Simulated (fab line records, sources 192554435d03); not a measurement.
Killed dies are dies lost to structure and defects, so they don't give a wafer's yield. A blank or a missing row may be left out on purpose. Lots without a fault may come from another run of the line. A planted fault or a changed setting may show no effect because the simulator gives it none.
Split-lot experiment | flow n5_finfet | 7 lots, 21 wafers read, on a route of 1938 steps

THE SPLIT
At N5_WELL_APT_COAT_19 (resist thk 950 nm), the setting spin_rpm was moved away from the recipe's 1357 rpm on 9 of the 21 wafers read, by -7.6% to +4.0%. The other wafers ran this setting at the recipe's value.

The reading is taken at the split's own step.

THE READING
coat_of_WELL_APT_COAT_19.thk_nm (the simulator's own value, which no gauge read), in nm, at N5_WELL_APT_COAT_19 (resist thk 950 nm). The file gives no usual value for it. The 12 wafers here that ran the recipe average 952.4 nm, standard deviation 2 nm.

wafer  | tool, chamber at the split | spin_rpm as run, rpm | against the recipe | coat_of_WELL_APT_COAT_19.thk_nm, nm | against lot-mates on the recipe
L077.2 | litho_track-01, 0          | 1357                 | recipe             | 951.7                               | -
L077.3 | litho_track-01, 0          | 1357                 | recipe             | 950.2                               | -
L077.4 | litho_track-01, 0          | 1357                 | recipe             | 953.8                               | -
L078.2 | litho_track-01, 0          | 1411                 | +4.0%              | 929.7                               | -18.9
L078.5 | litho_track-01, 0          | 1357                 | recipe             | 948.6                               | -
L078.6 | litho_track-01, 0          | 1411                 | +4.0%              | 930.6                               | -18.0
L082.1 | litho_track-01, 0          | 1357                 | recipe             | 952.3                               | -
L082.2 | litho_track-01, 0          | 1357                 | recipe             | 950.8                               | -
L082.5 | litho_track-01, 0          | 1357                 | recipe             | 952.5                               | -
L088.1 | litho_track-01, 0          | 1357                 | recipe             | 953.3                               | -
L088.3 | litho_track-01, 0          | 1357                 | recipe             | 954.4                               | -
L088.4 | litho_track-01, 0          | 1357                 | recipe             | 954.8                               | -
L089.2 | litho_track-05, 0          | 1399                 | +3.1%              | 937.1                               | no lot-mate on the recipe
L089.3 | litho_track-05, 0          | 1399                 | +3.1%              | 939.5                               | no lot-mate on the recipe
L089.4 | litho_track-05, 0          | 1399                 | +3.1%              | 935.4                               | no lot-mate on the recipe
L094.1 | litho_track-01, 0          | 1402                 | +3.3%              | 938.8                               | -16.5
L094.2 | litho_track-01, 0          | 1357                 | recipe             | 955.3                               | -
L094.3 | litho_track-01, 0          | 1402                 | +3.3%              | 938.6                               | -16.7
L096.1 | litho_track-04, 0          | 1254                 | -7.6%              | 988.1                               | +37.4
L096.2 | litho_track-04, 0          | 1254                 | -7.6%              | 987.2                               | +36.5
L096.3 | litho_track-04, 0          | 1357                 | recipe             | 950.7                               | -

THE FIT
A straight line over all 21 wafers: coat_of_WELL_APT_COAT_19.thk_nm changes by -4.76 nm for each +1% of spin_rpm; r = -0.99; the points scatter about the line by 2.1 nm.
The same after taking each lot's own level away (the mean of its wafers on the recipe; 18 wafers): -4.84 nm for each +1%; r = -1.00; scatter 0.88 nm.
On that fit, the largest move of spin_rpm shifts the reading by 37 nm.
The lots' own levels span 948.60 to 955.30 nm, that is 3.4 times the standard deviation above.
So the lot-to-lot level changes the slope little: the two slopes agree.
Check: with one of the wafers moved furthest among these (-7.6%) left out of the fit, the line predicts +36.4 nm for it against its lot-mates. It came out at +37.4 nm against them.

OTHER SPLITS ON THESE WAFERS
These wafers also went through other splits before the reading. Each is held against what the fit with the lots' levels taken away leaves over:
other split on the same wafers  | wafers away from the commonest value | r with coat_of_WELL_APT_COAT_19.thk_nm (lot level and that fit taken away)
N5_ZERO_LAYER_EXPOSE_08 dose_mj | 6                                    | +0.11

THE FILE'S OWN FIT
coat_of_WELL_APT_COAT_19.thk_nm changes by -4.84 nm for each +1% of spin_rpm, r = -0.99.
